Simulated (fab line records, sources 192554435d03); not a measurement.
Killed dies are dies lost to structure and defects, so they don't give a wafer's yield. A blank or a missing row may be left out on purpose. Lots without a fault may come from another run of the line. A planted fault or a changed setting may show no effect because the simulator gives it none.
fab line records | flow n5_finfet
record lots=24 wafers=72 last_day=18
route steps=1938 shown BEOL_M5@1161 BEOL_M6@1198
lots that met no fault: from a run of the same line without faults
start_h: hours from the record's first day to the start of the lot's first wafer shown | wait_h: hours since the lot's step before | " the same as in the row above | L1.1+2: a row that stands for several wafers | - no value, or no start given | * or withheld: withheld | < > ~ a bound
route shown NAME@n: a module of which the file shows steps, and the number in the route of the first | usual: mean/standard deviation of fault-free wafers | same: alike in all rows | chamber/n: place in a boat | sites: the reading at each site | _std_site: their standard deviation | _edge_site: outer sites' mean less inner sites' | radius_mm: how far each site lies from the wafer's centre | mask NAME#n: copy n | behind: the tool/chamber that last shaped the wafer | hold: why the lot was held/for how many hours/how that ended | device: the transistor (n, p or np) that didn't switch | end of line: the same wafers' tests at the end of the route | a step without rows: its recipe alone | killed: dies lost to structure and defects at the first sort, not the wafer's yield | map: a wafer's dies, x killed, . not, _ none there
set.NAME: the setting as run; set.NAME@STEP: as run at that earlier step | model.NAME: the simulator's own value behind a step, which no gauge read
steps of the route over a sample of lots; a table a step, a row a wafer
services: from which hour (start_h, from the record's first day; less than 0 if before it) a tool's chamber was out of use, for how many hours, and why
## steps
# step N5_BEOL_M5_ETCH_41
# recipe chemistry=CH3F/O2 target=SiCN target_depth_a=315 taper_deg=2 time_s=56.7 ion_energy_ev=120 mask_material=TiN pressure_mtorr=30 source_w=395 bias_w=75 Ar_flow_sccm=150 CH3F_flow_sccm=30 O2_flow_sccm=20
# usual O2_flow_sccm=20.00/0.064 bias_w=74.98/0.24 drypump_motor_current_A=5.7/0.48 oes_product_au=0.79/0.069 rf_vpp_V=297.4/1.7 showerhead_plenum_p_Torr=2.00/0.075 throttle_valve_pct=16.31/0.17
# columns lot.wafer tool chamber start_h wait_h O2_flow_sccm bias_w drypump_motor_current_A oes_product_au rf_hours_counter_h rf_vpp_V showerhead_plenum_p_Torr throttle_valve_pct
L074.2 rie_diel-03 2 - - 19.86 74.87 6.2 0.84 67 298.3 2.02 16.10
L074.3 " 1 " " 20.11 74.66 6.0 0.74 188 295.7 1.91 16.37
L074.4 " 0 " " 20.03 75.26 5.4 0.75 150 299.4 2.00 16.51
L075.1 rie_diel-04 2 - - 20.02 75.17 4.8 0.73 182 297.9 2.07 16.16
L075.2 " 3 " " 19.97 75.29 6.0 0.74 162 296.3 1.91 16.26
L075.5 " 0 " " 19.97 74.71 6.3 0.73 - 298.3 1.99 16.25
L076.2 rie_diel-04 1 - - 20.10 74.94 5.4 0.85 53 296.6 1.95 16.57
L076.4 " 2 " " 20.06 74.76 4.8 0.73 184 300.0 2.07 16.17
L076.5 " 3 " " 20.03 74.81 6.0 0.74 - 296.1 1.91 16.26
L077.3 rie_diel-05 1 - - 20.02 74.84 5.3 0.87 60 301.7 2.11 16.09
L077.5 " 0 " " 20.01 74.70 6.3 0.86 - 295.8 1.95 16.49
L077.6 " 1 " " 19.89 75.38 5.3 0.88 - 298.2 2.11 16.08
L078.1 rie_diel-05 0 - - 20.02 75.16 6.3 0.87 55 296.0 1.95 16.50
L078.4 " 3 " " 20.08 74.66 5.3 0.69 237 297.1 1.98 16.32
L078.5 " 3 " " 20.04 74.69 5.3 0.70 - 295.6 1.98 16.32
L079.1 rie_diel-05 3 - - 19.97 75.17 5.3 0.68 241 295.5 1.98 16.35
L079.3 " 2 " " 20.09 75.35 5.4 0.85 79 300.3 2.10 16.18
L079.5 " 3 " " 19.94 74.85 5.3 0.68 - 295.3 1.98 16.32
L080.2 rie_diel-04 3 - - 20.02 75.27 6.0 0.74 169 297.3 1.91 16.29
L080.5 " 1 " " 20.06 74.89 5.4 0.85 - 294.9 1.95 16.61
L080.6 " 0 " " 19.96 75.04 6.3 0.73 - 295.4 1.98 16.27
L081.1 rie_diel-04 1 - - 19.96 74.57 5.4 0.83 62 297.2 1.95 16.61
L081.2 " 0 " " 20.14 75.12 6.2 0.71 187 297.2 1.98 16.27
L081.3 " 3 " " 19.89 74.73 6.0 0.73 170 295.1 1.91 16.27
L084.1 rie_diel-05 1 - - 19.93 75.08 5.4 0.86 69 298.7 2.11 16.08
L084.3 " 0 " " 20.00 74.79 6.3 0.85 62 296.4 1.95 16.50
L084.6 " 1 " " 19.89 74.91 5.3 0.85 - 297.5 2.11 16.08
L082.1 rie_diel-04 3 - - 20.09 75.38 6.1 0.73 173 297.0 1.91 16.28
L082.3 " 2 " " 19.93 75.04 4.8 0.72 196 298.4 2.07 16.20
L082.5 " 0 " " 19.95 74.69 6.3 0.73 - 294.6 1.98 16.26
L083.2 rie_diel-04 2 - - 20.08 74.99 4.8 0.70 199 299.3 2.07 16.20
L083.5 " 1 " " 19.97 75.14 5.4 0.81 - 296.5 1.95 16.61
L083.6 " 0 " " 19.84 75.17 6.3 0.72 - 296.9 1.98 16.30
L085.2 rie_diel-05 0 - - 20.02 74.60 6.3 0.85 70 297.0 1.95 16.52
L085.5 " 0 " " 19.98 74.57 6.3 0.84 - 297.2 1.95 16.50
L085.6 " 2 " " 20.02 74.98 5.4 0.84 - 298.0 2.10 16.19
L086.3 rie_diel-05 1 - - 19.95 74.45 5.3 0.85 76 298.4 2.11 16.11
L086.4 " 2 " " 19.95 75.30 5.4 0.83 - 300.5 2.10 16.19
L086.5 " 0 " " 19.90 75.38 6.3 0.84 - 296.3 1.95 16.53
L087.1 rie_diel-04 3 - - 19.90 74.79 6.0 0.73 181 294.9 1.90 16.28
L087.4 " 2 " " 19.97 74.61 4.8 0.71 205 298.2 2.07 16.21
L087.5 " 2 " " 19.90 75.09 4.7 0.71 - 299.4 2.07 16.20
L088.2 rie_diel-04 2 - - 19.99 75.17 4.8 0.71 206 300.5 2.06 16.21
L088.3 " 0 " " 20.04 74.94 6.3 0.72 201 296.5 1.98 16.30
L088.5 " 3 " " 19.97 74.69 6.0 0.73 - 294.3 1.90 16.29
L090.1 rie_diel-04 1 - - 20.10 74.96 5.4 0.82 77 297.4 1.94 16.61
L090.2 " 2 " " 19.88 75.13 4.8 0.71 206 298.1 2.06 16.20
L090.3 " 3 " " 19.98 74.84 6.0 0.72 183 296.1 1.90 16.30
L089.1 rie_diel-04 0 - - 19.96 75.05 6.3 0.71 202 298.1 1.98 16.31
L089.2 " 1 " " 19.97 74.75 5.4 0.81 77 296.4 1.94 16.64
L089.4 " 3 " " 19.94 74.88 6.1 0.73 184 295.1 1.90 16.32
L091.3 rie_diel-03 2 - - 19.93 74.85 6.2 0.80 98 297.1 2.01 16.15
L091.4 " 2 " " 19.96 75.26 6.2 0.82 - 297.3 2.01 16.15
L091.6 " 1 " " 20.01 74.70 6.0 0.72 - 293.9 1.90 16.41
L092.4 rie_diel-05 2 - - 20.00 75.00 5.4 0.82 104 298.9 2.09 16.22
L092.5 " 3 " " 19.94 75.12 5.4 0.96 - 297.0 1.97 15.88
L092.6 " 2 " " 20.04 75.26 5.4 0.81 - 299.9 2.09 16.21
L095.1 rie_diel-04 0 - - 19.92 75.28 6.3 0.71 208 297.5 1.98 16.32
L095.2 " 3 " " 19.96 75.23 6.0 0.72 189 295.1 1.90 16.32
L095.3 " 2 " " 20.02 74.97 4.7 0.71 212 299.7 2.06 16.23
L093.1 rie_diel-05 2 - - 19.94 75.33 5.4 0.81 107 299.9 2.09 16.22
L093.4 " 1 " " 20.06 75.04 5.3 0.82 92 299.6 2.10 16.14
L093.6 " 1 " " 20.05 74.70 5.3 0.83 - 300.2 2.10 16.14
L094.1 rie_diel-03 2 - - 20.01 75.24 6.2 0.79 106 297.9 2.01 16.14
L094.2 " 0 " " 20.00 74.90 5.4 0.73 185 297.0 1.99 16.56
L094.3 " 1 " " 20.06 74.70 6.0 0.70 227 294.9 1.90 16.44
L096.1 rie_diel-03 1 - - 20.02 74.84 6.0 0.71 230 296.0 1.90 16.44
L096.3 " 0 " " 20.10 75.05 5.4 0.73 188 297.4 1.99 16.58
L096.4 " 2 " " 20.01 75.02 6.2 0.80 109 298.7 2.01 16.17
L097.1 rie_diel-05 2 - - 20.08 74.87 5.4 0.81 114 299.4 2.09 16.23
L097.3 " 0 " " 20.07 74.74 6.3 0.81 94 294.9 1.94 16.53
L097.6 " 1 " " 20.02 74.91 5.3 0.82 - 300.5 2.10 16.15
# step N5_BEOL_M5_OCD_MEAS_38
# usual trench_depth_nm=71.7/1.1
# columns lot.wafer tool chamber start_h wait_h trench_depth_nm
L074.2 ocd-02 - 173.66 - 70.9
L074.3 " - " " 71.8
L074.4 " - " " 71.1
L075.1 ocd-02 - 183.39 - 71.5
L075.2 " - " " 71.8
L075.5 " - " " 71.4
L076.2 ocd-01 - 193.09 - 72.7
L076.4 " - " " 71.8
L076.5 " - " " 72.1
L077.3 ocd-01 - 198.61 - 73.4
L077.5 " - " " 72.7
L077.6 " - " " 73.0
L078.1 ocd-01 - 201.07 - 72.8
L078.4 " - " " 69.8
L078.5 " - " " 70.3
L079.1 ocd-01 - 214.95 - 70.4
L079.3 " - " " 70.9
L079.5 " - " " 69.7
L080.2 ocd-01 - 218.49 - 72.7
L080.5 " - " " 72.7
L080.6 " - " " 70.3
L081.1 ocd-02 - 222.60 - 72.1
L081.2 " - " " 70.9
L081.3 " - " " 72.0
L084.1 ocd-01 - 225.99 - 72.9
L084.3 " - " " 73.2
L084.6 " - " " 73.1
L082.1 ocd-02 - 231.47 - 72.2
L082.3 " - " " 71.2
L082.5 " - " " 71.0
L083.2 ocd-01 - 241.57 - 70.7
L083.5 " - " " 72.6
L083.6 " - " " 70.7
L085.2 ocd-01 - 247.36 - 73.6
L085.5 " - " " 72.5
L085.6 " - " " 71.8
L086.3 ocd-01 - 248.48 - 72.8
L086.4 " - " " 71.6
L086.5 " - " " 73.7
L087.1 ocd-02 - 262.26 - 72.4
L087.4 " - " " 70.0
L087.5 " - " " 71.4
L088.2 ocd-01 - 266.09 - 71.1
L088.3 " - " " 70.3
L088.5 " - " " 72.2
L090.1 ocd-01 - 267.84 - 73.4
L090.2 " - " " 71.2
L090.3 " - " " 72.0
L089.1 ocd-01 - 268.52 - 69.3
L089.2 " - " " 72.6
L089.4 " - " " 71.8
L091.3 ocd-02 - 275.53 - 70.9
L091.4 " - " " 70.9
L091.6 " - " " 70.9
L092.4 ocd-01 - 283.15 - 70.9
L092.5 " - " " 70.8
L092.6 " - " " 71.8
L095.1 ocd-02 - 290.92 - 70.5
L095.2 " - " " 72.5
L095.3 " - " " 71.0
L093.1 ocd-01 - 292.58 - 70.8
L093.4 " - " " 73.1
L093.6 " - " " 72.1
L094.1 ocd-01 - 301.25 - 71.8
L094.2 " - " " 71.3
L094.3 " - " " 71.8
L096.1 ocd-02 - 308.00 - 70.6
L096.3 " - " " 70.2
L096.4 " - " " 70.8
L097.1 ocd-01 - 311.78 - 71.5
L097.3 " - " " 73.1
L097.6 " - " " 72.8
# step N5_BEOL_M5_SPUTTER_83
# recipe material=Cu target_thk_a=150 temp_c=-20 chamber_pressure_pa=0.07 power_w=withheld time_s=27.62
# usual throttle_valve_pct=30.3/1.2
# columns lot.wafer tool chamber start_h wait_h throttle_valve_pct
L074.2 pvd_sputter-01 - 177.81 0.5 30.1
L074.3 " - " " 30.1
L074.4 " - " " 29.2
L075.1 pvd_sputter-01 - 187.63 0.5 30.0
L075.2 " - " " 29.4
L075.5 " - " " 30.3
L076.2 pvd_sputter-02 - 196.69 0.5 28.4
L076.4 " - " " 30.2
L076.5 " - " " 28.4
L077.3 pvd_sputter-01 - 202.74 0.5 29.0
L077.5 " - " " 30.1
L077.6 " - " " 29.3
L078.1 pvd_sputter-02 - 204.92 0.5 30.2
L078.4 " - " " 28.3
L078.5 " - " " 30.6
L079.1 pvd_sputter-02 - 218.76 0.5 30.6
L079.3 " - " " 30.3
L079.5 " - " " 30.7
L080.2 pvd_sputter-03 - 221.94 0.5 29.9
L080.5 " - " " 29.2
L080.6 " - " " 31.9
L081.1 pvd_sputter-03 - 226.41 0.5 31.7
L081.2 " - " " 30.2
L081.3 " - " " 29.1
L084.1 pvd_sputter-01 - 229.37 0.5 29.2
L084.3 " - " " 30.3
L084.6 " - " " 29.9
L082.1 pvd_sputter-02 - 235.43 0.5 28.2
L082.3 " - " " 30.5
L082.5 " - " " 30.3
L083.2 pvd_sputter-03 - 245.26 0.5 29.1
L083.5 " - " " 32.0
L083.6 " - " " 28.9
L085.2 pvd_sputter-03 - 250.91 0.5 31.6
L085.5 " - " " 30.1
L085.6 " - " " 32.8
L086.3 pvd_sputter-02 - 251.76 0.5 30.6
L086.4 " - " " 30.5
L086.5 " - " " 30.6
L087.1 pvd_sputter-03 - 265.67 0.5 32.7
L087.4 " - " " 30.5
L087.5 " - " " 30.2
L088.2 pvd_sputter-03 - 270.09 0.5 28.8
L088.3 " - " " 32.0
L088.5 " - " " 31.8
L090.1 pvd_sputter-02 - 271.78 0.5 30.3
L090.2 " - " " 30.8
L090.3 " - " " 28.1
L089.1 pvd_sputter-01 - 272.43 0.5 30.5
L089.2 " - " " 30.2
L089.4 " - " " 29.4
L091.3 pvd_sputter-03 - 279.86 0.5 30.0
L091.4 " - " " 28.6
L091.6 " - " " 30.1
L092.4 pvd_sputter-02 - 287.95 0.5 28.1
L092.5 " - " " 28.0
L092.6 " - " " 30.7
L095.1 pvd_sputter-01 - 294.51 0.5 29.4
L095.2 " - " " 30.1
L095.3 " - " " 30.4
L093.1 pvd_sputter-03 - 298.24 0.5 29.0
L093.4 " - " " 32.2
L093.6 " - " " 30.2
L094.1 pvd_sputter-02 - 305.57 0.5 28.4
L094.2 " - " " 30.5
L094.3 " - " " 30.1
L096.1 pvd_sputter-02 - 311.63 0.6 30.8
L096.3 " - " " 28.4
L096.4 " - " " 30.2
L097.1 pvd_sputter-02 - 316.52 0.5 28.2
L097.3 " - " " 30.6
L097.6 " - " " 30.7
# step N5_BEOL_M5_ANNEAL_84
# recipe temp_c=400 time_s=1800 ambient=vacuum
# usual heater_power_w=764/77
# columns lot.wafer tool chamber start_h wait_h heater_power_w
L074.2 pvd_sputter-01 - 177.89 0.0 795
L074.3 " - " " 606
L074.4 " - " " 664
L075.1 pvd_sputter-01 - 187.71 0.0 629
L075.2 " - " " 659
L075.5 " - " " 627
L076.2 pvd_sputter-02 - 196.77 0.0 794
L076.4 " - " " 853
L076.5 " - " " 777
L077.3 pvd_sputter-01 - 202.82 0.0 659
L077.5 " - " " 620
L077.6 " - " " 651
L078.1 pvd_sputter-02 - 205.00 0.0 846
L078.4 " - " " 771
L078.5 " - " " 746
L079.1 pvd_sputter-02 - 218.84 0.0 828
L079.3 " - " " 850
L079.5 " - " " 845
L080.2 pvd_sputter-03 - 222.02 0.0 753
L080.5 " - " " 707
L080.6 " - " " 795
L081.1 pvd_sputter-03 - 226.49 0.0 802
L081.2 " - " " 735
L081.3 " - " " 726
L084.1 pvd_sputter-01 - 229.45 0.0 659
L084.3 " - " " 634
L084.6 " - " " 642
L082.1 pvd_sputter-02 - 235.51 0.0 775
L082.3 " - " " 830
L082.5 " - " " 834
L083.2 pvd_sputter-03 - 245.34 0.0 718
L083.5 " - " " 804
L083.6 " - " " 712
L085.2 pvd_sputter-03 - 250.99 0.0 793
L085.5 " - " " 754
L085.6 " - " " 645
L086.3 pvd_sputter-02 - 251.84 0.0 759
L086.4 " - " " 857
L086.5 " - " " 828
L087.1 pvd_sputter-03 - 265.75 0.0 658
L087.4 " - " " 738
L087.5 " - " " 762
L088.2 pvd_sputter-03 - 270.17 0.0 708
L088.3 " - " " 805
L088.5 " - " " 802
L090.1 pvd_sputter-02 - 271.86 0.0 838
L090.2 " - " " 748
L090.3 " - " " 786
L089.1 pvd_sputter-01 - 272.51 0.0 908
L089.2 " - " " 643
L089.4 " - " " 660
L091.3 pvd_sputter-03 - 279.94 0.0 759
L091.4 " - " " 710
L091.6 " - " " 730
L092.4 pvd_sputter-02 - 288.03 0.0 758
L092.5 " - " " 774
L092.6 " - " " 843
L095.1 pvd_sputter-01 - 294.59 0.0 652
L095.2 " - " " 627
L095.3 " - " " 910
L093.1 pvd_sputter-03 - 298.32 0.0 715
L093.4 " - " " 814
L093.6 " - " " 741
L094.1 pvd_sputter-02 - 305.65 0.0 754
L094.2 " - " " 818
L094.3 " - " " 833
L096.1 pvd_sputter-02 - 311.72 0.0 739
L096.3 " - " " 789
L096.4 " - " " 825
L097.1 pvd_sputter-02 - 316.60 0.0 802
L097.3 " - " " 845
L097.6 " - " " 837
# step N5_BEOL_M5_ANNEAL_51
# recipe temp_c=225 time_s=90 ambient=N2
# usual wafer_temp_C_max=225.65/0.21
# columns lot.wafer tool chamber start_h wait_h wafer_temp_C_max
L074.2 rtp_anneal-02 0 180.23 0.1 225.90
L074.3 " 0 " " 225.55
L074.4 " 0 " " 226.01
L075.1 rtp_anneal-01 0 190.12 0.2 225.27
L075.2 " 0 " " 225.65
L075.5 " 0 " " 225.36
L076.2 rtp_anneal-01 0 199.11 0.1 225.65
L076.4 " 0 " " 225.63
L076.5 " 0 " " 225.83
L077.3 rtp_anneal-02 0 205.21 0.1 225.73
L077.5 " 0 " " 226.06
L077.6 " 0 " " 225.56
L078.1 rtp_anneal-02 0 207.29 0.1 226.03
L078.4 " 0 " " 226.00
L078.5 " 0 " " 225.68
L079.1 rtp_anneal-01 0 221.14 0.1 225.67
L079.3 " 0 " " 225.69
L079.5 " 0 " " 225.58
L080.2 rtp_anneal-02 0 224.74 0.5 225.54
L080.5 " 0 " " 225.55
L080.6 " 0 " " 225.41
L081.1 rtp_anneal-02 0 228.78 0.1 225.70
L081.2 " 0 " " 225.26
L081.3 " 0 " " 225.70
L084.1 rtp_anneal-02 0 231.94 0.3 225.51
L084.3 " 0 " " 225.68
L084.6 " 0 " " 225.74
L082.1 rtp_anneal-01 0 237.80 0.1 225.46
L082.3 " 0 " " 225.50
L082.5 " 0 " " 225.37
L083.2 rtp_anneal-01 0 247.68 0.1 225.48
L083.5 " 0 " " 225.89
L083.6 " 0 " " 225.46
L085.2 rtp_anneal-01 0 253.47 0.3 225.61
L085.5 " 0 " " 225.53
L085.6 " 0 " " 225.46
L086.3 rtp_anneal-02 0 254.23 0.1 225.76
L086.4 " 0 " " 225.69
L086.5 " 0 " " 225.76
L087.1 rtp_anneal-02 0 268.04 0.1 225.68
L087.4 " 0 " " 226.04
L087.5 " 0 " " 225.48
L088.2 rtp_anneal-02 0 272.52 0.1 225.72
L088.3 " 0 " " 225.90
L088.5 " 0 " " 225.94
L090.1 rtp_anneal-02 0 274.16 0.1 225.60
L090.2 " 0 " " 225.72
L090.3 " 0 " " 225.69
L089.1 rtp_anneal-02 0 274.80 0.1 226.23
L089.2 " 0 " " 225.98
L089.4 " 0 " " 225.45
L091.3 rtp_anneal-02 0 282.33 0.1 225.59
L091.4 " 0 " " 225.58
L091.6 " 0 " " 225.42
L092.4 rtp_anneal-01 0 291.25 1.0 225.28
L092.5 " 0 " " 225.48
L092.6 " 0 " " 225.39
L095.1 rtp_anneal-01 0 296.90 0.1 225.69
L095.2 " 0 " " 225.45
L095.3 " 0 " " 225.71
L093.1 rtp_anneal-02 0 300.92 0.4 225.94
L093.4 " 0 " " 225.61
L093.6 " 0 " " 225.79
L094.1 rtp_anneal-02 0 308.09 0.1 225.56
L094.2 " 0 " " 225.43
L094.3 " 0 " " 225.90
L096.1 rtp_anneal-01 0 314.29 0.1 225.59
L096.3 " 0 " " 225.49
L096.4 " 0 " " 225.41
L097.1 rtp_anneal-02 0 319.12 0.3 225.58
L097.3 " 0 " " 225.72
L097.6 " 0 " " 226.00
# step N5_BEOL_M6_HM_DEP_02
# recipe material=TiN target_thk_a=200 temp_c=25 chamber_pressure_pa=0.49996
# usual throttle_valve_pct=30.4/1.1
# columns lot.wafer tool chamber start_h wait_h throttle_valve_pct
L074.2 pvd_sputter-03 - 183.03 1.3 29.3
L074.3 " - " " 31.9
L074.4 " - " " 30.1
L075.1 pvd_sputter-01 - 192.39 0.2 29.0
L075.2 " - " " 30.1
L075.5 " - " " 29.9
L076.2 pvd_sputter-03 - 201.54 0.9 29.0
L076.4 " - " " 30.0
L076.5 " - " " 29.1
L077.3 pvd_sputter-03 - 207.29 0.5 29.1
L077.5 " - " " 31.9
L077.6 " - " " 30.0
L078.1 pvd_sputter-03 - 210.69 1.8 32.1
L078.4 " - " " 29.0
L078.5 " - " " 29.1
L079.1 pvd_sputter-01 - 223.24 0.6 30.2
L079.3 " - " " 29.2
L079.5 " - " " 30.1
L080.2 pvd_sputter-01 - 226.66 0.4 30.1
L080.5 " - " " 29.7
L080.6 " - " " 29.9
L081.1 pvd_sputter-02 - 230.59 0.3 30.3
L081.2 " - " " 30.1
L081.3 " - " " 28.4
L084.1 pvd_sputter-01 - 234.17 0.7 30.3
L084.3 " - " " 29.8
L084.6 " - " " 30.3
L082.1 pvd_sputter-03 - 240.34 1.0 28.9
L082.3 " - " " 33.0
L082.5 " - " " 31.9
L083.2 pvd_sputter-01 - 249.24 0.1 29.2
L083.5 " - " " 29.2
L083.6 " - " " 30.5
L085.2 pvd_sputter-02 - 256.23 1.2 28.3
L085.5 " - " " 28.2
L085.6 " - " " 30.1
L086.3 pvd_sputter-01 - 256.43 0.7 30.2
L086.4 " - " " 29.2
L086.5 " - " " 29.9
L087.1 pvd_sputter-03 - 272.35 2.8 30.1
L087.4 " - " " 29.0
L087.5 " - " " 30.0
L088.2 pvd_sputter-02 - 274.52 0.5 30.6
L088.3 " - " " 30.2
L088.5 " - " " 30.2
L090.1 pvd_sputter-02 - 277.29 1.6 28.0
L090.2 " - " " 30.6
L090.3 " - " " 30.6
L089.1 pvd_sputter-02 - 277.49 1.0 30.7
L089.2 " - " " 28.0
L089.4 " - " " 30.0
L091.3 pvd_sputter-01 - 285.45 1.2 29.1
L091.4 " - " " 30.1
L091.6 " - " " 29.4
L092.4 pvd_sputter-03 - 293.55 0.9 32.1
L092.5 " - " " 31.9
L092.6 " - " " 30.1
L095.1 pvd_sputter-01 - 300.38 1.9 29.9
L095.2 " - " " 30.2
L095.3 " - " " 30.4
L093.1 pvd_sputter-01 - 304.01 1.1 29.2
L093.4 " - " " 30.1
L093.6 " - " " 29.3
L094.1 pvd_sputter-03 - 311.10 1.5 31.8
L094.2 " - " " 32.8
L094.3 " - " " 30.4
L096.1 pvd_sputter-03 - 315.94 0.1 28.9
L096.3 " - " " 31.7
L096.4 " - " " 32.7
L097.1 pvd_sputter-03 - 320.78 0.1 31.7
L097.3 " - " " 28.9
L097.6 " - " " 29.9
## services
# columns tool chamber start_h hours kind
rie_diel-04 3 158.32 14.6 repair
rie_diel-03 2 166.17 6.7 repair
pvd_sputter-03 - 168.44 10.5 repair
rie_diel-04 3 193.36 5.3 repair
rie_diel-04 3 210.71 1.6 repair
rie_diel-05 3 242.10 - clean
rie_diel-05 3 242.10 - consumable_replace:focus_ring
rie_diel-05 3 242.10 27.1 scheduled_down
rie_diel-05 3 242.10 27.1 vent_cycle
rie_diel-05 1 245.40 1.7 repair
rie_diel-04 2 270.32 2.7 repair
rie_diel-04 2 293.38 3.7 repair
## key
fault none
